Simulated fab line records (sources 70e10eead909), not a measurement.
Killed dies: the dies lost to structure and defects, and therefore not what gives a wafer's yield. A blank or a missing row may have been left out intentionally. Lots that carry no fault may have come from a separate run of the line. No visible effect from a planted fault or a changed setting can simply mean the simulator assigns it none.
Which tool is to blame?	flow nand-harc	36 wafers from 12 lots sampled at 5 of the route's 1302 steps

WHAT THE GAUGES READ, wafer by wafer
NHARC_END_SORT_01.
lot	measured	on	defect-limited-yield (%)	killed-at-array	killed-at-other	killed-at-periphery	killed-dies	killed-open	killed-short
L804	day 25 13:08	prober-01	91.7 90.0 90.3	53 61 65	0 0 0	3 7 1	56 68 66	3 5 2	3 4 4
L806	day 26 08:02	prober-02	0 90.5 88.5	69 59 75	1 1 2	607 4 1	677 64 78	1 4 5	6 6 1
L807	day 27 03:18	prober-01	95.4 0 96.2	28 31 23	2 2 1	1 644 2	31 677 26	4 5 3	2 3 0
L817	day 30 20:21	prober-01	95.7 94.8 95.6	25 34 27	0 0 1	4 1 2	29 35 30	1 3 2	1 1 7
L818	day 31 02:38	prober-01	84.2 84.8 86.0	101 99 86	0 0 0	6 4 9	107 103 95	2 2 2	2 3 4
L819	day 31 07:13	prober-02	84.3 84.5 86.0	99 99 89	4 4 0	3 2 6	106 105 95	2 2 7	2 1 3
L820	day 32 18:13	prober-01	87.0 86.6 88.0	84 88 74	3 1 1	1 2 6	88 91 81	8 3 2	2 1 5
L821	day 33 04:09	prober-02	86.9 86.3 87.3	82 86 78	4 2 4	3 5 4	89 93 86	4 2 6	3 1 6
L824	day 34 01:17	prober-02	91.1 92.2	60 52	0 0	0 1	60 53	1 3	0 1

TOOL THAT RAN EACH LOT (tool first, then ch and the chambers of the sampled wafers, then the start)
lot	NHARC_P_BONDPAD_ETCH_24	NHARC_P_BONDPAD_PRE_CLEAN_26	NHARC_P_BONDPAD_PVD_27	NHARC_P_BONDPAD_ANNEAL_28
L802	rie-diel-07 ch 0,2,3, day 6 19:20	pvd-sputter-01, day 6 20:31 or earlier	pvd-sputter-01, day 6 20:31 or earlier	rtp-anneal-02 ch 0, day 6 20:31
L804	rie-diel-06 ch 0,1,3, day 7 12:22	pvd-sputter-01, day 7 13:44 or earlier	pvd-sputter-01, day 7 13:44 or earlier	rtp-anneal-01 ch 0, day 7 13:44
L806	rie-diel-06 ch 0,2,3, day 8 09:29	pvd-sputter-02, day 8 10:37 or earlier	pvd-sputter-02, day 8 10:37 or earlier	rtp-anneal-01 ch 0, day 8 10:37
L807	rie-diel-06 ch 1,2,3, day 8 22:00	pvd-sputter-02, day 8 23:09 or earlier	pvd-sputter-02, day 8 23:09 or earlier	rtp-anneal-01 ch 0, day 8 23:09
L809	rie-diel-13 ch 0,3, day 9 08:44	pvd-sputter-03, day 9 09:53 or earlier	pvd-sputter-03, day 9 09:53 or earlier	rtp-anneal-02 ch 0, day 9 09:53
L816	rie-diel-13 ch 1,2, day 12 14:35	pvd-sputter-03, day 12 15:43 or earlier	pvd-sputter-03, day 12 15:43 or earlier	rtp-anneal-02 ch 0, day 12 15:43
L817	rie-diel-13 ch 0,1,2, day 13 11:02	pvd-sputter-02, day 13 12:23 or earlier	pvd-sputter-02, day 13 12:23 or earlier	rtp-anneal-01 ch 0, day 13 12:23
L818	rie-diel-07 ch 1,2,3, day 13 15:59	pvd-sputter-01, day 13 17:06 or earlier	pvd-sputter-01, day 13 17:06 or earlier	rtp-anneal-01 ch 0, day 13 17:06
L819	rie-diel-13 ch 0,2, day 13 19:55	pvd-sputter-01, day 13 21:06 or earlier	pvd-sputter-01, day 13 21:06 or earlier	rtp-anneal-01 ch 0, day 13 21:06
L820	rie-diel-06 ch 1,2, day 14 13:13	pvd-sputter-01, day 14 14:24 or earlier	pvd-sputter-01, day 14 14:24 or earlier	rtp-anneal-02 ch 0, day 14 14:24
L821	rie-diel-07 ch 0,3, day 14 18:55	pvd-sputter-03, day 14 20:04 or earlier	pvd-sputter-03, day 14 20:04 or earlier	rtp-anneal-01 ch 0, day 14 20:04
L824	rie-diel-06 ch 0,1,3, day 15 13:59	pvd-sputter-02, day 15 15:07 or earlier	pvd-sputter-02, day 15 15:07 or earlier	rtp-anneal-02 ch 0, day 15 15:07
- NHARC_P_BONDPAD_ETCH_24: etches the open film in CF4/N2, target depth 30 nm, time 72.99 s.
- NHARC_P_BONDPAD_PRE_CLEAN_26: time 30 s.
- NHARC_P_BONDPAD_PVD_27: deposits Cu, target thk 30 nm, time 20.49 s.
- NHARC_P_BONDPAD_ANNEAL_28: time 90 s.

WHAT THE TOOLS THEMSELVES READ (means of the sampled wafers that have a number; where no wafer has one, the mark that the record gives instead)
NHARC_P_BONDPAD_ETCH_24.
lot	tool	drypump-motor-current-A (A)	n2-flow-sccm (sccm)	oes-product-au (a.u.)	rf-fwd-power-W (W)	rf-vpp-V (V)	showerhead-plenum-p-Torr (Torr)	throttle-valve-pct (%)
L802	rie-diel-07	5.3	100.2	0.992	297.9	314.3	2.66	19.795
L804	rie-diel-06	5.0	100.0	1.004	297.9	314.4	2.60	19.784
L806	rie-diel-06	5.2	100.0	0.926	257.6	314.3	2.63	19.797
L807	rie-diel-06	5.0	99.9	0.931	257.5	316.3	2.68	19.792
L809	rie-diel-13	5.2	99.6	0.997	297.4	313.8	2.64	19.799
L816	rie-diel-13	6.0	100.1	1.000	297.1	314.5	2.65	19.796
L817	rie-diel-13	5.5	100.2	1.003	297.1	314.1	2.64	19.790
L818	rie-diel-07	5.4	99.8	0.994	297.6	313.9	2.63	19.797
L819	rie-diel-13	6.0	99.8	1.003	296.3	314.1	2.67	19.807
L820	rie-diel-06	5.1	100.3	1.011	297.5	317.0	2.75	19.792
L821	rie-diel-07	4.9	99.8	0.995	298.0	314.4	2.61	19.790
L824	rie-diel-06	5.0	100.0	1.007	296.8	314.6	2.60	19.789

NHARC_P_BONDPAD_PRE_CLEAN_26.
lot	tool	heater-power-w (W)
L802	pvd-sputter-01	398
L804	pvd-sputter-01	401
L806	pvd-sputter-02	427
L807	pvd-sputter-02	433
L809	pvd-sputter-03	412
L816	pvd-sputter-03	411
L817	pvd-sputter-02	393
L818	pvd-sputter-01	401
L819	pvd-sputter-01	401
L820	pvd-sputter-01	400
L821	pvd-sputter-03	427
L824	pvd-sputter-02	412

NHARC_P_BONDPAD_PVD_27.
lot	tool	substrate-temp-c (C)	throttle-valve-pct (%)
L802	pvd-sputter-01	30.02	29.7
L804	pvd-sputter-01	30.15	30.6
L806	pvd-sputter-02	30.01	30.5
L807	pvd-sputter-02	30.02	29.9
L809	pvd-sputter-03	30.02	30.0
L816	pvd-sputter-03	30.00	30.0
L817	pvd-sputter-02	30.06	29.8
L818	pvd-sputter-01	29.95	29.8
L819	pvd-sputter-01	30.10	29.8
L820	pvd-sputter-01	30.02	30.5
L821	pvd-sputter-03	29.96	30.0
L824	pvd-sputter-02	29.98	29.9

NHARC_P_BONDPAD_ANNEAL_28.
lot	tool	wafer_temp_C_max
L802	rtp-anneal-02	225.8
L804	rtp-anneal-01	226.3
L806	rtp-anneal-01	226.6
L807	rtp-anneal-01	226.2
L809	rtp-anneal-02	226.0
L816	rtp-anneal-02	226.0
L817	rtp-anneal-01	226.5
L818	rtp-anneal-01	226.3
L819	rtp-anneal-01	226.3
L820	rtp-anneal-02	226.0
L821	rtp-anneal-01	226.4
L824	rtp-anneal-02	226.0

THE ANSWER, worked out from the rows above alone
Rule: what is usual is taken from the lots themselves. Put in order of their means at a reading, lots are off if they are a third of the lots or fewer, leave a main group of 4 or more, and stand apart from it by a gap of 3 or more times the standard deviation of the main group's means; of several such gaps the widest counts. A main group whose means are all the same, to the digits that the tables above print for the reading, isn't used. Also off: a lot with no number at a reading for which 4 or more lots have one. Any other lot the step has rows for is counted as sound. After the gauges, taken in route order, come the tools' own readings; for these a lot's mean is taken, as printed above. The first step at which some lot is off is used, and at that step the reading that is off furthest; a lot without a number counts as furthest.
Off at NHARC_END_SORT_01 (killed-at-periphery): L806, L807. For the main group the mean is 3.4 and the standard deviation 1.6. Neither off nor sound, because the step has no rows for them: L802, L809, L816.
A tool fits if, at a process step before that reading, it ran every lot that is off, and no sound lot after the first of them. The gauges at NHARC_END_SORT_01 aren't tried: what is off there is off at NHARC_P_BONDPAD_ETCH_24 too, on other tools, and a gauge's error can't cause that. With no start given for some of its lots, NHARC_P_BONDPAD_PRE_CLEAN_26 uses the hours and lot order of NHARC_P_BONDPAD_ANNEAL_28. With no start given for some of its lots, NHARC_P_BONDPAD_PVD_27 uses the hours and lot order of NHARC_P_BONDPAD_ANNEAL_28. Of those tried, none fits.

WHAT THE SIMULATOR HAD INSERTED
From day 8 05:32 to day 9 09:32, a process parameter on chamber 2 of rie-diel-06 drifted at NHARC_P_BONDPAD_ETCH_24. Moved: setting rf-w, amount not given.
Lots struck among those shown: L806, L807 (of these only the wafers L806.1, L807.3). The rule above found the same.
